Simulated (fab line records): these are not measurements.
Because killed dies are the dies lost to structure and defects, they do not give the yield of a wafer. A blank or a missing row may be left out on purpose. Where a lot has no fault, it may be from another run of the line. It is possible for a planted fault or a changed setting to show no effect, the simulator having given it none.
fab line records	flow nandHarc
[record] lots = 24	wafers = 72	lastDay = 24
route steps=1159 shown A_CONTACT@943 A_BLC@980 A_M1@1043 A_BONDPAD@1076
lots that met no fault: taken from a fault-free run of the same line
startH: start of the lot's first displayed wafer, in hours after the record's first day	waitH: how many hours have passed since the lot's step before this one	" unchanged from the row above	L1.1+2: a single row standing in for several wafers	- no value, or no start given	* or withheld: withheld	< > ~ a bound
route shown NAME@n: a module of which the file shows steps, and the number in the route of the first	usual: average and standard deviation across the fault-free wafers	same: alike in all rows	chamber/n: place in a boat	sites: each site's reading	_std_site: standard deviation across them	_edge_site: the outer-site mean with the inner-site mean subtracted	radiusMm: for every site, how far away it sits from the centre of the wafer	mask NAME#n: copy n	behind: the most recent tool/chamber to have shaped the wafer	hold: the reason the lot was held/the length of the hold in hours/how it ended	device: names the non-switching transistor (n, p or np)	end of line: the tests these same wafers got at the end of their route	a step with no rows: only its recipe	killed: count of dies lost to structure and defects at first sort (not the wafer's yield)	map: per-die view of a wafer (x killed, . not killed, _ where there is no die)
set.NAME: the setting the step ran with; set.NAME@STEP: the setting that earlier step ran with	model.NAME: the simulator's own value behind a step, which no gauge read
one table for each step of the route and one row for each wafer, over a sample of lots
services: a tool's chamber out of use, with start hour (startH, from the record's first day; less than 0 if before it), hours out, and reason
[[steps]]
[step NHARC_A_CONTACT_ETCH_134]
[recipe] sourceW = withheld	pressureMtorr = 20	biasV = withheld	timeS = 140	targetDepthA = 7000	arFlowSccm = withheld	c4f8FlowSccm = withheld	o2FlowSccm = withheld	chemistry = C4F8/O2/Ar
lot.wafer	tool	chamber	startH	waitH	rfHoursCounterH
L074.1	harCapEtch-03	1	383.66	-	83
L074.4	"	1	"	"	-
L074.5	"	1	"	"	-
L076.4	harCapEtch-03	1	413.50	-	-
L076.3	"	0	"	"	-
L076.5	"	0	"	"	-
L078.1	harCapEtch-03	0	418.81	-	86
L078.2	"	1	"	"	86
L078.6	"	1	"	"	-
L075.2	harCapEtch-03	0	421.92	-	87
L075.4	"	0	"	"	-
L075.6	"	1	"	"	-
L077.4	harCapEtch-03	1	428.86	-	-
L077.6	"	1	"	"	-
L077.5	"	0	"	"	-
L081.2	harCapEtch-01	0	429.27	-	63
L081.3	"	1	"	"	-
L081.5	"	0	"	"	-
L080.1	harCapEtch-01	1	436.20	-	65
L080.2	"	0	"	"	65
L080.6	"	1	"	"	-
L082.1	harCapEtch-01	0	438.79	-	66
L082.3	"	0	"	"	-
L082.6	"	0	"	"	-
L079.2	harCapEtch-03	1	442.59	-	92
L079.4	"	0	"	"	-
L079.6	"	0	"	"	-
L084.2	harCapEtch-02	1	446.86	-	22
L084.1	"	0	"	"	22
L084.4	"	1	"	"	-
L083.1	harCapEtch-03	1	450.12	-	94
L083.3	"	0	"	"	-
L083.5	"	1	"	"	-
L086.2	harCapEtch-03	0	453.31	-	95
L086.4	"	0	"	"	-
L086.5	"	0	"	"	-
L085.1	harCapEtch-01	0	457.50	-	70
L085.3	"	0	"	"	-
L085.5	"	0	"	"	-
L087.4	harCapEtch-03	1	458.98	-	-
L087.5	"	1	"	"	-
L087.6	"	0	"	"	-
L089.1	harCapEtch-03	0	471.62	-	96
L089.5	"	1	"	"	-
L089.6	"	0	"	"	-
L091.3	harCapEtch-02	0	490.82	-	-
L091.5	"	0	"	"	-
L091.6	"	1	"	"	-
L093.2	harCapEtch-01	1	492.11	-	78
L093.4	"	0	"	"	-
L093.6	"	1	"	"	-
L088.3	harCapEtch-03	1	494.10	-	-
L088.4	"	0	"	"	-
L088.6	"	1	"	"	-
L090.2	harCapEtch-02	1	498.82	-	32
L090.1	"	0	"	"	32
L090.3	"	1	"	"	-
L092.1	harCapEtch-01	1	499.96	-	80
L092.3	"	1	"	"	-
L092.4	"	0	"	"	-
L096.1	harCapEtch-03	1	504.59	-	104
L096.3	"	1	"	"	-
L096.5	"	1	"	"	-
L094.1	harCapEtch-01	1	504.84	-	80
L094.2	"	0	"	"	80
L094.5	"	0	"	"	-
L095.2	harCapEtch-02	0	509.29	-	34
L095.4	"	0	"	"	-
L095.6	"	1	"	"	-
L097.1	harCapEtch-02	1	530.02	-	38
L097.2	"	0	"	"	38
L097.3	"	0	"	"	-
[step NHARC_A_CONTACT_ETCH_139]
[recipe] sourceW = withheld	pressureMtorr = 20	biasV = 400	timeS = 137	targetDepthA = 5900	arFlowSccm = withheld	c4f8FlowSccm = 11.5	o2FlowSccm = 7.2	chemistry = C4F8/O2/Ar
lot.wafer	tool	chamber	startH	waitH	rfHoursCounterH
L074.1	harCapEtch-03	1	384.36	0.1	83
L074.4	"	1	"	"	-
L074.5	"	1	"	"	-
L076.4	harCapEtch-03	1	414.19	0.1	-
L076.3	"	0	"	"	-
L076.5	"	0	"	"	-
L078.1	harCapEtch-03	0	419.50	0.1	87
L078.2	"	1	"	"	87
L078.6	"	1	"	"	-
L075.2	harCapEtch-03	0	422.61	0.1	88
L075.4	"	0	"	"	-
L075.6	"	1	"	"	-
L077.4	harCapEtch-03	1	429.56	0.1	-
L077.6	"	1	"	"	-
L077.5	"	0	"	"	-
L081.2	harCapEtch-01	0	429.96	0.1	64
L081.3	"	1	"	"	-
L081.5	"	0	"	"	-
L080.1	harCapEtch-01	1	436.90	0.1	66
L080.2	"	0	"	"	66
L080.6	"	1	"	"	-
L082.1	harCapEtch-01	0	439.49	0.1	66
L082.3	"	0	"	"	-
L082.6	"	0	"	"	-
L079.2	harCapEtch-03	1	443.28	0.1	93
L079.4	"	0	"	"	-
L079.6	"	0	"	"	-
L084.2	harCapEtch-02	1	447.55	0.1	23
L084.1	"	0	"	"	23
L084.4	"	1	"	"	-
L083.1	harCapEtch-03	1	450.81	0.1	95
L083.3	"	0	"	"	-
L083.5	"	1	"	"	-
L086.2	harCapEtch-03	0	454.00	0.1	95
L086.4	"	0	"	"	-
L086.5	"	0	"	"	-
L085.1	harCapEtch-01	0	458.20	0.1	71
L085.3	"	0	"	"	-
L085.5	"	0	"	"	-
L087.4	harCapEtch-03	1	459.68	0.1	-
L087.5	"	1	"	"	-
L087.6	"	0	"	"	-
L089.1	harCapEtch-03	0	472.32	0.1	97
L089.5	"	1	"	"	-
L089.6	"	0	"	"	-
L091.3	harCapEtch-02	0	491.52	0.1	-
L091.5	"	0	"	"	-
L091.6	"	1	"	"	-
L093.2	harCapEtch-01	1	492.81	0.1	78
L093.4	"	0	"	"	-
L093.6	"	1	"	"	-
L088.3	harCapEtch-03	1	494.80	0.1	-
L088.4	"	0	"	"	-
L088.6	"	1	"	"	-
L090.2	harCapEtch-02	1	499.51	0.1	33
L090.1	"	0	"	"	33
L090.3	"	1	"	"	-
L092.1	harCapEtch-01	1	500.65	0.1	80
L092.3	"	1	"	"	-
L092.4	"	0	"	"	-
L096.1	harCapEtch-03	1	505.28	0.1	105
L096.3	"	1	"	"	-
L096.5	"	1	"	"	-
L094.1	harCapEtch-01	1	505.53	0.1	81
L094.2	"	0	"	"	81
L094.5	"	0	"	"	-
L095.2	harCapEtch-02	0	509.98	0.1	35
L095.4	"	0	"	"	-
L095.6	"	1	"	"	-
L097.1	harCapEtch-02	1	530.71	0.1	38
L097.2	"	0	"	"	38
L097.3	"	0	"	"	-
[step NHARC_A_CONTACT_CMP_20]
[recipe] tOverpolishS = 30	targetThkNm = 300
[usual] motorCurrentA = 12.3/0.95	overpolishRunS = 29.999/0.0083	slurryFlowMlMin = 150.1/0.46	timeToEndpointS = 59/3.4
lot.wafer	tool	chamber	startH	waitH	motorCurrentA	overpolishRunS	slurryFlowMlMin	timeToEndpointS
L074.1	cmp-01	3	397.05	0.8	11.4	29.994	151.5	63
L074.4	"	1	"	"	14.0	30.010	150.3	59
L074.5	"	0	"	"	12.2	30.001	150.3	65
L076.4	cmp-01	2	417.32	0.6	12.9	29.993	150.4	60
L076.3	"	3	"	"	11.9	30.006	150.8	62
L076.5	"	1	"	"	14.1	29.999	149.6	63
L078.1	cmp-04	3	422.26	0.8	12.0	29.995	149.8	65
L078.2	"	2	"	"	12.8	29.982	150.6	64
L078.6	"	0	"	"	12.0	30.000	150.0	63
L075.4	cmp-03	2	427.44	0.4	12.9	30.001	149.8	58
L075.2	"	3	"	"	11.4	30.003	150.7	61
L075.6	"	1	"	"	11.1	30.001	150.7	69
L077.4	cmp-01	3	432.27	0.4	11.4	30.015	150.4	58
L077.5	"	1	"	"	13.8	29.987	150.0	58
L077.6	"	2	"	"	12.6	30.004	150.0	57
L081.2	cmp-01	0	433.58	0.8	11.9	30.004	149.6	60
L081.3	"	3	"	"	11.5	30.012	150.1	59
L081.5	"	0	"	"	12.0	30.001	149.6	60
L080.2	cmp-01	1	447.84	1.2	13.4	30.006	150.5	59
L080.1	"	3	"	"	12.3	30.000	149.6	55
L080.6	"	1	"	"	14.5	29.985	150.4	53
L082.1	cmp-01	0	449.28	1.4	11.6	29.990	149.8	60
L082.3	"	2	"	"	12.2	29.991	149.6	53
L082.6	"	0	"	"	12.6	29.985	149.8	60
L079.4	cmp-01	1	452.02	0.4	14.4	30.003	149.3	59
L079.2	"	2	"	"	12.1	29.984	150.7	55
L079.6	"	1	"	"	13.6	29.999	149.3	58
L084.1	cmp-01	0	453.81	0.8	11.9	29.996	150.7	57
L084.4	"	1	"	"	13.4	30.003	150.3	59
L084.2	"	3	"	"	11.6	29.998	150.1	57
L083.1	cmp-04	2	455.70	0.8	13.0	30.002	150.5	58
L083.3	"	3	"	"	11.7	29.991	150.2	58
L083.5	"	1	"	"	11.3	30.022	149.8	56
L086.2	cmp-01	1	459.17	0.7	14.6	30.003	150.2	59
L086.4	"	2	"	"	12.9	30.004	149.6	63
L086.5	"	3	"	"	11.7	29.999	149.3	58
L085.1	cmp-04	3	461.08	0.7	12.4	30.003	150.3	60
L085.3	"	1	"	"	10.4	30.005	150.2	53
L085.5	"	2	"	"	12.8	29.997	149.6	60
L087.4	cmp-04	0	462.64	0.6	12.0	29.999	150.7	61
L087.5	"	3	"	"	12.1	29.987	150.0	59
L087.6	"	0	"	"	12.6	29.981	150.5	57
L089.1	cmp-03	1	479.88	0.7	10.9	29.999	149.9	67
L089.6	"	2	"	"	13.2	29.994	150.4	58
L089.5	"	3	"	"	11.3	29.997	150.1	63
L091.3	cmp-01	1	497.14	0.6	13.9	29.995	150.6	59
L091.5	"	2	"	"	12.9	30.015	149.2	58
L091.6	"	3	"	"	12.1	29.994	149.7	56
L093.2	cmp-01	3	498.34	0.6	11.5	29.998	150.0	60
L093.4	"	0	"	"	11.9	29.984	149.4	63
L093.6	"	0	"	"	12.3	30.000	149.7	64
L088.4	cmp-03	1	499.36	0.4	11.1	30.005	150.2	65
L088.3	"	2	"	"	13.1	30.003	150.3	57
L088.6	"	2	"	"	12.8	29.990	149.9	54
L090.2	cmp-04	2	502.22	0.8	12.9	30.009	149.6	60
L090.3	"	0	"	"	12.2	29.987	150.3	59
L090.1	"	1	"	"	11.5	29.995	149.4	59
L092.4	cmp-03	2	503.96	0.5	13.3	29.995	149.3	57
L092.1	"	0	"	"	10.7	30.005	149.7	59
L092.3	"	1	"	"	11.1	30.013	150.5	65
L096.3	cmp-01	0	509.10	0.4	12.0	29.988	148.9	62
L096.1	"	3	"	"	12.6	30.010	149.6	53
L096.5	"	1	"	"	14.1	30.001	150.5	59
L094.2	cmp-03	3	509.89	0.7	11.5	30.002	149.8	56
L094.1	"	0	"	"	10.4	29.982	149.3	59
L094.5	"	1	"	"	11.3	30.004	150.5	60
L095.2	cmp-01	0	516.54	0.6	12.3	30.015	149.4	66
L095.4	"	2	"	"	12.5	29.994	150.6	64
L095.6	"	0	"	"	12.0	29.991	150.6	68
L097.3	cmp-04	3	533.57	0.5	12.3	30.012	151.2	64
L097.1	"	0	"	"	11.9	29.997	150.1	59
L097.2	"	1	"	"	11.4	30.013	150.5	60
[step NHARC_A_BLC_ETCH_18]
[recipe] targetDepthA = 9100	c4f8FlowSccm = 20	o2FlowSccm = 10	arFlowSccm = withheld	rfW = 600	biasW = 1500	chemistry = C4F8/O2/Ar
[usual] oesProductAu = 0.949/0.023	rfVppV = 976/7.3
lot.wafer	tool	chamber	startH	waitH	oesProductAu	rfHoursCounterH	rfVppV
L074.1	rieDiel-08	1	-	-	0.966	29	970
L074.4	"	2	"	"	0.964	-	976
L074.5	"	1	"	"	0.954	-	971
L076.4	rieDiel-11	0	-	-	0.968	4	970
L076.3	"	1	"	"	0.970	4	969
L076.5	"	1	"	"	0.983	-	969
L078.1	rieDiel-01	0	-	-	0.946	9	974
L078.2	"	2	"	"	0.948	10	969
L078.6	"	3	"	"	0.937	-	982
L075.4	rieDiel-01	1	-	-	0.920	12	971
L075.2	"	0	"	"	0.970	9	975
L075.6	"	1	"	"	0.918	-	972
L077.5	rieDiel-11	2	-	-	0.962	-	988
L077.6	"	3	"	"	0.960	-	987
L077.4	"	1	"	"	0.964	-	968
L081.2	rieDiel-01	2	-	-	0.925	12	971
L081.3	"	0	"	"	0.926	10	975
L081.5	"	3	"	"	0.916	-	981
L080.1	rieDiel-01	2	-	-	0.976	14	970
L080.2	"	3	"	"	0.970	11	980
L080.6	"	2	"	"	0.961	-	969
L082.3	rieDiel-01	0	-	-	0.929	13	973
L082.1	"	3	"	"	0.980	11	980
L082.6	"	1	"	"	0.910	-	971
L079.4	rieDiel-11	0	-	-	0.961	6	971
L079.2	"	1	"	"	0.976	7	970
L079.6	"	3	"	"	0.948	-	987
L084.1	rieDiel-11	1	-	-	0.952	8	969
L084.2	"	3	"	"	0.921	9	987
L084.4	"	0	"	"	0.928	-	971
L083.3	rieDiel-01	2	-	-	0.919	15	970
L083.1	"	3	"	"	0.917	12	980
L083.5	"	0	"	"	0.937	-	974
L086.4	rieDiel-01	0	-	-	0.924	14	974
L086.2	"	2	"	"	0.923	16	970
L086.5	"	0	"	"	0.918	-	975
L085.3	rieDiel-11	3	-	-	0.973	9	987
L085.1	"	0	"	"	0.970	7	972
L085.5	"	0	"	"	0.962	-	970
L087.4	rieDiel-11	3	-	-	0.928	9	986
L087.6	"	1	"	"	0.931	-	968
L087.5	"	2	"	"	0.921	-	987
L089.1	rieDiel-11	0	-	-	0.960	10	971
L089.5	"	0	"	"	0.964	-	971
L089.6	"	1	"	"	0.955	-	970
L091.3	rieDiel-11	0	-	-	0.934	11	971
L091.6	"	0	"	"	0.923	-	971
L091.5	"	1	"	"	0.923	-	968
L093.2	rieDiel-11	0	-	-	0.977	12	971
L093.4	"	1	"	"	0.973	12	968
L093.6	"	0	"	"	0.974	-	971
L088.4	rieDiel-11	3	-	-	0.919	14	987
L088.3	"	1	"	"	0.926	13	969
L088.6	"	0	"	"	0.932	-	970
L090.1	rieDiel-11	1	-	-	0.965	13	967
L090.2	"	2	"	"	0.958	13	987
L090.3	"	3	"	"	0.978	15	986
L092.3	rieDiel-11	1	-	-	0.915	14	967
L092.1	"	2	"	"	0.917	13	987
L092.4	"	2	"	"	0.919	-	986
L096.3	rieDiel-11	1	-	-	0.954	15	967
L096.1	"	2	"	"	0.954	14	986
L096.5	"	1	"	"	0.960	-	969
L094.1	rieDiel-08	0	-	-	0.974	9	975
L094.2	"	2	"	"	0.951	7	975
L094.5	"	0	"	"	0.976	-	976
L095.4	rieDiel-01	2	-	-	0.985	1	969
L095.2	"	0	"	"	0.952	2	974
L095.6	"	2	"	"	0.984	-	971
L097.2	rieDiel-11	3	-	-	0.963	18	987
L097.1	"	0	"	"	0.983	15	971
L097.3	"	1	"	"	0.987	17	968
[step NHARC_A_M1_STRIP_18]
[recipe] powerW = 1000	n2FlowSccm = 150	h2FlowSccm = 150	arFlowSccm = 0	biasW = 0	chemistry = N2/H2
[usual] drypumpMotorCurrentA = 5.8/0.37	mfcArSccm = 0.012/0.016	oesProductAu = 0.998/0.0082	rfVppV = 90.6/0.89	showerheadPlenumPTorr = 2.03/0.073	throttleValvePct = 14.170/0.0098
lot.wafer	tool	chamber	startH	waitH	drypumpMotorCurrentA	mfcArSccm	oesProductAu	rfHoursCounterH	rfVppV	showerheadPlenumPTorr	throttleValvePct
L074.1	rieDiel-10	2	418.48	0.1	5.9	0	1.003	3	88.8	2.00	14.169
L074.4	"	0	"	"	5.9	0.039	0.979	2	90.1	2.08	14.158
L074.5	"	1	"	"	5.3	0.022	1.007	-	89.4	1.94	14.175
L076.4	rieDiel-10	1	427.40	0.1	5.3	0.022	1.007	3	90.4	1.93	14.171
L076.3	"	2	"	"	5.9	0	1.004	4	89.5	2.00	14.170
L076.5	"	1	"	"	5.3	0.022	0.998	-	90.9	1.94	14.175
L078.2	rieDiel-02	3	433.76	0.1	5.9	0.040	1.008	9	90.0	1.95	14.177
L078.1	"	0	"	"	5.8	0.039	1.004	7	91.1	2.11	14.164
L078.6	"	0	"	"	5.8	0.039	0.993	-	91.8	2.11	14.165
L075.4	rieDiel-04	1	437.28	0.1	5.8	0	0.998	3	90.6	2.12	14.186
L075.2	"	3	"	"	5.3	0	0.992	3	89.8	2.04	14.171
L075.6	"	1	"	"	5.9	0	0.986	-	91.0	2.12	14.178
L077.4	rieDiel-02	1	449.71	0.2	6.0	0.002	1.003	10	91.0	2.00	14.178
L077.5	"	2	"	"	6.0	0.024	0.999	-	90.8	2.15	14.171
L077.6	"	3	"	"	5.9	0.040	1.004	-	90.0	1.95	14.184
L081.2	rieDiel-10	0	450.01	0.1	5.9	0.039	0.991	3	92.1	2.08	14.159
L081.3	"	1	"	"	5.3	0.022	0.997	4	89.4	1.94	14.180
L081.5	"	3	"	"	6.2	0	0.998	-	91.0	1.98	14.178
L080.2	rieDiel-04	3	460.23	0.1	5.3	0	0.990	4	90.0	2.04	14.177
L080.1	"	0	"	"	6.3	0	0.990	4	89.9	2.04	14.174
L080.6	"	0	"	"	6.3	0	0.986	-	90.6	2.04	14.162
L082.3	rieDiel-04	1	461.11	0.1	5.8	0	0.991	4	90.1	2.12	14.162
L082.1	"	3	"	"	5.3	0	0.997	4	91.5	2.04	14.157
L082.6	"	1	"	"	5.8	0	0.981	-	91.9	2.12	14.168
L079.2	rieDiel-02	1	464.18	0.1	6.1	0.002	1.002	10	90.0	2.00	14.171
L079.6	"	2	"	"	6.0	0.024	0.987	-	91.5	2.15	14.182
L079.4	"	0	"	"	5.8	0.039	0.989	-	90.9	2.11	14.175
L084.1	rieDiel-02	2	465.04	0.1	6.0	0.024	0.998	11	90.6	2.15	14.184
L084.2	"	0	"	"	5.8	0.039	0.996	9	91.7	2.11	14.180
L084.4	"	2	"	"	6.0	0.024	0.999	-	90.0	2.15	14.155
L083.1	rieDiel-02	3	466.39	0.1	5.9	0.040	0.992	12	89.7	1.95	14.169
L083.3	"	2	"	"	6.0	0.024	0.992	12	92.2	2.15	14.171
L083.5	"	0	"	"	5.8	0.039	1.004	-	90.4	2.11	14.170
L086.4	rieDiel-02	2	474.49	0.1	6.0	0.024	0.996	13	91.1	2.15	14.174
L086.2	"	3	"	"	5.9	0.040	0.995	13	90.0	1.95	14.172
L086.5	"	2	"	"	6.0	0.024	0.993	-	90.2	2.15	14.168
L085.3	rieDiel-10	3	474.88	0.1	6.2	0	0.995	6	90.6	1.98	14.190
L085.1	"	0	"	"	5.9	0.039	0.991	5	90.6	2.08	14.160
L085.5	"	1	"	"	5.3	0.022	1.001	-	90.3	1.93	14.167
L087.4	rieDiel-10	2	477.71	0.1	5.8	0	1.010	7	91.3	2.00	14.172
L087.5	"	0	"	"	5.9	0.039	0.990	-	91.1	2.08	14.171
L087.6	"	1	"	"	5.3	0.022	1.006	-	90.4	1.93	14.177
L089.1	rieDiel-04	3	498.82	0.1	5.3	0	0.979	0	90.4	2.04	14.157
L089.5	"	0	"	"	6.4	0	0.990	-	90.5	2.04	14.171
L089.6	"	1	"	"	5.9	0	0.982	-	91.5	2.12	14.181
L091.3	rieDiel-04	2	506.69	0.1	5.1	0	0.996	1	90.6	1.91	14.160
L091.5	"	3	"	"	5.3	0	1.000	-	90.5	2.04	14.188
L091.6	"	0	"	"	6.3	0	0.999	-	90.9	2.04	14.173
L093.2	rieDiel-04	0	509.76	0.1	6.3	0	1.001	1	90.5	2.04	14.167
L093.4	"	1	"	"	5.8	0	0.999	1	92.0	2.12	14.161
L093.6	"	3	"	"	5.3	0	0.999	-	91.5	2.04	14.170
L088.3	rieDiel-04	0	510.39	0.1	6.4	0	1.007	1	90.4	2.04	14.170
L088.4	"	1	"	"	5.9	0	1.004	1	91.0	2.12	14.183
L088.6	"	1	"	"	5.9	0	0.989	-	90.1	2.12	14.166
L090.3	rieDiel-10	1	514.18	0.1	5.3	0.022	1.010	9	88.6	1.93	14.158
L090.2	"	2	"	"	5.8	0	1.017	9	90.8	1.99	14.155
L090.1	"	3	"	"	6.2	0	1.004	9	90.0	1.98	14.178
L092.4	rieDiel-04	1	516.05	0.1	5.8	0	0.991	1	90.7	2.12	14.151
L092.3	"	2	"	"	5.1	0	1.000	1	89.8	1.91	14.173
L092.1	"	0	"	"	6.4	0	0.997	1	91.3	2.04	14.177
L096.1	rieDiel-10	0	521.79	0.1	5.9	0.039	0.995	9	89.2	2.08	14.170
L096.3	"	1	"	"	5.3	0.022	0.996	10	89.4	1.93	14.169
L096.5	"	2	"	"	5.8	0	0.996	-	91.5	1.99	14.157
L094.1	rieDiel-10	2	523.47	0.1	5.8	0	1.015	11	90.3	1.99	14.164
L094.2	"	0	"	"	5.9	0.039	0.995	9	90.3	2.08	14.167
L094.5	"	2	"	"	5.8	0	1.007	-	89.6	1.99	14.163
L095.2	rieDiel-04	1	528.50	0.1	5.8	0	0.995	2	90.8	2.12	14.174
L095.4	"	2	"	"	5.1	0	0.998	-	89.8	1.91	14.171
L095.6	"	3	"	"	5.2	0	0.986	-	92.2	2.04	14.173
L097.1	rieDiel-10	2	544.10	0.1	5.8	0	0.986	0	92.5	1.99	14.170
L097.2	"	0	"	"	5.9	0.039	0.993	0	91.6	2.08	14.164
L097.3	"	1	"	"	5.3	0.022	1.017	0	92.2	1.93	14.177
[step NHARC_A_BONDPAD_ETCH_34]
[recipe] targetDepthA = 600	overetchA = 180	timeS = 65.91	ionEnergyEv = 200	n2FlowSccm = 150	h2FlowSccm = 150	arFlowSccm = 0	rfW = 400	biasW = 150	chemistry = N2/H2
[usual] drypumpMotorCurrentA = 5.62/0.29	mfcArSccm = 0.005/0.0081	oesProductAu = 1.000/0.0072	rfVppV = 432.0/2.4	showerheadPlenumPTorr = 2.09/0.085	throttleValvePct = 14.172/0.0089
lot.wafer	tool	chamber	startH	waitH	drypumpMotorCurrentA	mfcArSccm	oesProductAu	rfHoursCounterH	rfVppV	showerheadPlenumPTorr	throttleValvePct
L074.4	rieDiel-12	0	422.76	0.1	5.35	0.026	1.015	4	429.3	2.01	14.176
L074.1	"	1	"	"	6.19	0.022	1.002	4	434.0	2.11	14.173
L074.5	"	2	"	"	6.28	0	1.008	-	435.8	2.18	14.162
L076.3	rieDiel-03	3	432.06	0.1	5.78	0	1.011	1	434.0	2.17	14.154
L076.4	"	1	"	"	5.23	0.014	0.991	1	427.1	1.94	14.176
L076.5	"	0	"	"	5.62	0	0.989	-	432.5	2.07	14.165
L078.2	rieDiel-03	0	438.24	0.1	5.63	0	0.986	1	430.5	2.07	14.181
L078.1	"	3	"	"	5.74	0	1.010	1	434.3	2.17	14.180
L078.6	"	1	"	"	5.24	0.014	0.993	-	426.5	1.94	14.173
L075.2	rieDiel-03	1	441.62	0.1	5.25	0.014	1.001	1	427.5	1.94	14.164
L075.4	"	2	"	"	5.65	0	1.006	1	434.1	2.16	14.159
L075.6	"	3	"	"	5.74	0	1.003	-	434.5	2.16	14.175
L077.4	rieDiel-03	1	454.05	0.1	5.22	0.014	0.993	2	427.6	1.94	14.155
L077.5	"	0	"	"	5.63	0	1.001	-	430.7	2.07	14.197
L077.6	"	1	"	"	5.22	0.014	0.996	-	429.3	1.94	14.172
L081.2	rieDiel-12	0	454.51	0.2	5.36	0.026	1.005	12	429.5	2.01	14.177
L081.3	"	1	"	"	6.20	0.022	1.001	12	432.1	2.11	14.164
L081.5	"	3	"	"	5.23	0	0.988	-	433.6	2.13	14.172
L080.1	rieDiel-03	3	465.17	0.1	5.76	0	1.005	2	433.6	2.16	14.171
L080.2	"	0	"	"	5.60	0	0.992	2	430.8	2.07	14.170
L080.6	"	2	"	"	5.66	0	1.006	-	434.4	2.16	14.169
L082.1	rieDiel-12	2	465.72	0.1	6.32	0	1.009	15	434.4	2.17	14.177
L082.3	"	0	"	"	5.39	0.026	1.010	13	429.6	2.01	14.192
L082.6	"	1	"	"	6.20	0.022	1.006	-	432.7	2.11	14.175
L079.4	rieDiel-03	3	468.69	0.1	5.74	0	1.007	3	434.0	2.16	14.171
L079.2	"	1	"	"	5.22	0.014	0.995	2	429.3	1.94	14.173
L079.6	"	0	"	"	5.64	0	1.008	-	432.4	2.07	14.169
L084.2	rieDiel-12	3	469.76	0.1	5.25	0	1.005	15	433.6	2.13	14.172
L084.1	"	0	"	"	5.37	0.026	1.009	13	428.3	2.01	14.170
L084.4	"	1	"	"	6.20	0.022	0.996	14	431.1	2.11	14.162
L083.3	rieDiel-03	0	470.86	0.1	5.64	0	0.994	3	432.5	2.07	14.174
L083.1	"	1	"	"	5.21	0.014	0.990	3	428.4	1.94	14.182
L083.5	"	0	"	"	5.63	0	0.991	-	432.4	2.07	14.167
L086.2	rieDiel-03	1	478.91	0.1	5.24	0.014	0.985	3	426.6	1.94	14.174
L086.4	"	2	"	"	5.65	0	1.002	3	433.2	2.16	14.165
L086.5	"	3	"	"	5.75	0	0.996	-	433.0	2.16	14.175
L085.1	rieDiel-03	2	479.56	0.1	5.63	0	1.010	3	434.5	2.16	14.162
L085.3	"	3	"	"	5.75	0	1.008	3	435.5	2.16	14.179
L085.5	"	2	"	"	5.63	0	1.004	-	433.5	2.16	14.161
L087.4	rieDiel-03	3	482.25	0.1	5.78	0	1.010	3	434.1	2.16	14.177
L087.6	"	3	"	"	5.73	0	1.001	-	433.5	2.16	14.173
L087.5	"	0	"	"	5.63	0	1.007	-	431.5	2.07	14.178
L089.1	rieDiel-12	1	503.64	0.1	6.20	0.022	1.003	21	431.1	2.10	14.157
L089.6	"	1	"	"	6.17	0.022	1.006	-	432.2	2.10	14.185
L089.5	"	2	"	"	6.32	0	1.002	-	434.5	2.17	14.164
L091.3	rieDiel-03	1	511.11	0.1	5.23	0.014	0.991	4	429.1	1.94	14.175
L091.5	"	0	"	"	5.60	0	0.993	-	432.1	2.07	14.185
L091.6	"	1	"	"	5.23	0.014	0.999	-	428.4	1.94	14.162
L093.4	rieDiel-03	1	514.01	0.1	5.22	0.014	0.998	5	427.5	1.94	14.179
L093.2	"	2	"	"	5.65	0	1.015	5	432.6	2.16	14.172
L093.6	"	2	"	"	5.66	0	0.998	-	433.5	2.16	14.165
L088.4	rieDiel-03	0	514.88	0.1	5.56	0	0.990	5	432.2	2.07	14.161
L088.3	"	1	"	"	5.23	0.014	0.993	5	428.0	1.94	14.167
L088.6	"	2	"	"	5.67	0	1.008	-	434.5	2.16	14.190
L090.1	rieDiel-03	3	518.49	0.1	5.73	0	0.995	5	434.8	2.16	14.175
L090.2	"	0	"	"	5.61	0	0.995	5	432.5	2.07	14.168
L090.3	"	2	"	"	5.65	0	0.996	5	433.3	2.16	14.171
L092.4	rieDiel-03	2	520.52	0.1	5.66	0	1.002	5	434.1	2.16	14.168
L092.1	"	0	"	"	5.59	0	0.997	5	432.7	2.07	14.179
L092.3	"	1	"	"	5.22	0.014	0.996	5	426.7	1.94	14.170
L096.1	rieDiel-03	2	526.37	0.1	5.66	0	1.008	5	432.3	2.16	14.175
L096.3	"	3	"	"	5.72	0	0.999	5	435.3	2.16	14.173
L096.5	"	0	"	"	5.62	0	0.999	-	430.6	2.07	14.177
L094.1	rieDiel-03	2	528.17	0.1	5.63	0	1.009	6	433.7	2.16	14.175
L094.2	"	0	"	"	5.64	0	0.994	5	430.4	2.07	14.170
L094.5	"	3	"	"	5.73	0	1.001	-	433.6	2.16	14.171
L095.4	rieDiel-03	1	532.92	0.1	5.21	0.014	0.992	5	426.8	1.94	14.158
L095.2	"	2	"	"	5.65	0	1.000	6	433.1	2.16	14.174
L095.6	"	2	"	"	5.66	0	0.995	-	433.8	2.16	14.170
L097.3	rieDiel-03	0	548.42	0.1	5.60	0	1.002	6	431.0	2.07	14.167
L097.1	"	1	"	"	5.20	0.014	0.989	6	428.3	1.94	14.175
L097.2	"	2	"	"	5.65	0	1.003	6	432.4	2.16	14.161
[[services]]
tool	chamber	startH	hours	kind
rieDiel-10	0	362.82	5.2	repair
rieDiel-11	-	366.50	9.0	pm
cmp-04	-	374.02	1.0	repair
rieDiel-10	3	374.36	6.5	repair
cmp-01	-	380.34	4.0	pm
rieDiel-04	1	385.83	11.1	repair
rieDiel-03	-	392.30	9.0	pm
rieDiel-04	-	409.14	1.6	repair
harCapEtch-03	-	416.17	0.5	repair
cmp-01	-	417.54	3.8	repair
rieDiel-11	0	426.37	15.6	repair
rieDiel-10	0	432.27	7.2	repair
cmp-01	-	449.54	2.0	repair
rieDiel-11	2	453.99	5.9	repair
rieDiel-04	-	465.90	9.0	pm
rieDiel-01	3	478.11	3.8	repair
cmp-01	-	478.34	4.0	pm
rieDiel-01	-	491.80	9.0	pm
rieDiel-11	0	503.81	2.8	repair
rieDiel-04	0	518.55	14.2	repair
rieDiel-10	-	530.50	9.0	pm
rieDiel-11	-	543.50	9.0	pm
rieDiel-01	0	544.16	9.8	repair
harCapEtch-03	-	545.00	17.0	pm
[[key]]
fault none
